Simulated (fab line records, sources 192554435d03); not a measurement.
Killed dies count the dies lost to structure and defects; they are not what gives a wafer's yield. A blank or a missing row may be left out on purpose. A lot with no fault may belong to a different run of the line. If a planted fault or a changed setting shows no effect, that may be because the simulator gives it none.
Lot-split experiment    flow n5Finfet    21 wafers read across 7 lots, on a route 1938 steps long

THE SPLIT ITSELF
At N5_BEOL_M14_SPUTTER_43 (material TaN, target thk 15 nm, time 24.19 s), the setting timeS was moved away from the recipe's 24.19 s on 6 of the 21 wafers read, by -11.6% to +9.5%. All remaining wafers had this setting at the recipe value.

FROM THE SPLIT TO THE READING: what the file shows between them, 4 steps
- N5_BEOL_M14_SPUTTER_44: material Ta, target thk 15 nm, time 24.19 s
- N5_BEOL_M14_SPUTTER_45: material Cu, target thk 100 nm, time 16.67 s
- N5_BEOL_M14_ECD_47: material Cu, target thk 1248 nm
- N5_BEOL_M14_ANNEAL_48: time 90 s

THE READING
barrierFieldEndpointS, in s, at N5_BEOL_M14_CMP_49 (polishes, stops on SiO2, t overpolish 5.2 s, target thk 560 nm). Fault-free wafers of this fab line usually give 11.26 s, standard deviation 0.24 s.

wafer   tool, chamber at the split  timeS as run, s  against the recipe  barrierFieldEndpointS, s  against lot-mates on the recipe
L076.3  pvdSputter-01, -            21.39            -11.6%              10.54                     -0.79
L076.1  pvdSputter-01, -            24.19            recipe              11.33                     -
L076.6  pvdSputter-01, -            24.19            recipe              11.32                     -
L078.2  pvdSputter-03, -            24.19            recipe              11.37                     -
L078.3  pvdSputter-03, -            24.19            recipe              11.29                     -
L078.6  pvdSputter-03, -            24.19            recipe              11.43                     -
L080.1  pvdSputter-02, -            24.19            recipe              11.31                     -
L080.6  pvdSputter-02, -            26.48            +9.5%               11.84                     +0.61
L080.5  pvdSputter-02, -            24.19            recipe              11.15                     -
L085.4  pvdSputter-02, -            21.45            -11.3%              10.69                     -0.88
L085.2  pvdSputter-02, -            24.19            recipe              11.57                     -
L085.1  pvdSputter-02, -            21.45            -11.3%              10.47                     -1.10
L086.1  pvdSputter-02, -            24.19            recipe              11.51                     -
L086.4  pvdSputter-02, -            24.19            recipe              11.48                     -
L086.6  pvdSputter-02, -            24.19            recipe              11.14                     -
L093.2  pvdSputter-02, -            24.19            recipe              11.32                     -
L093.5  pvdSputter-02, -            21.45            -11.3%              10.68                     -0.64
L093.6  pvdSputter-02, -            21.45            -11.3%              10.64                     -0.68
L094.4  pvdSputter-02, -            24.19            recipe              11.45                     -
L094.1  pvdSputter-02, -            24.19            recipe              11.58                     -
L094.6  pvdSputter-02, -            24.19            recipe              11.52                     -

THE FIT
A straight line over all 21 wafers: barrierFieldEndpointS changes by +0.065 s for each +1% of timeS; r = +0.94; the points scatter about the line by 0.13 s.
The same after taking each lot's own level away (the mean of its wafers on the recipe; 21 wafers): +0.0705 s for each +1%; r = +0.96; scatter 0.12 s.
On that fit, the largest move of timeS shifts the reading by 0.82 s.
Measured against the standard deviation above, the lots' own levels, which go from 11.230 to 11.570 s, span 1.4 times it.
Consequently the slope shifts little with the lot-to-lot level, the two slopes agreeing.
Check: for one of the wafers moved furthest among these (-11.6%), held out of the fit, the line's prediction against its lot-mates is -0.831 s. Against them it came out at -0.785 s.

THE WHOLE CHAIN: every reading that the file lists as answering this split, in the file's order
step                    what it does                                                    reading                                                                            change (the file's fit)                r (the file's)
N5_BEOL_M14_SPUTTER_43  material TaN, target thk 15 nm, time 24.19 s                    TaN_of_BEOL_M14_SPUTTER_43.thkNm (the simulator's own value, which no gauge read)  +0.139 nm for each +1% of the setting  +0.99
N5_BEOL_M14_CMP_49      polishes, stops on SiO2, t overpolish 5.2 s, target thk 560 nm  barrierFieldEndpointS                                                              +0.0698 s for each +1% of the setting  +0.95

THE FILE'S OWN FIT
barrierFieldEndpointS changes by +0.0698 s for each +1% of timeS, r = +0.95.
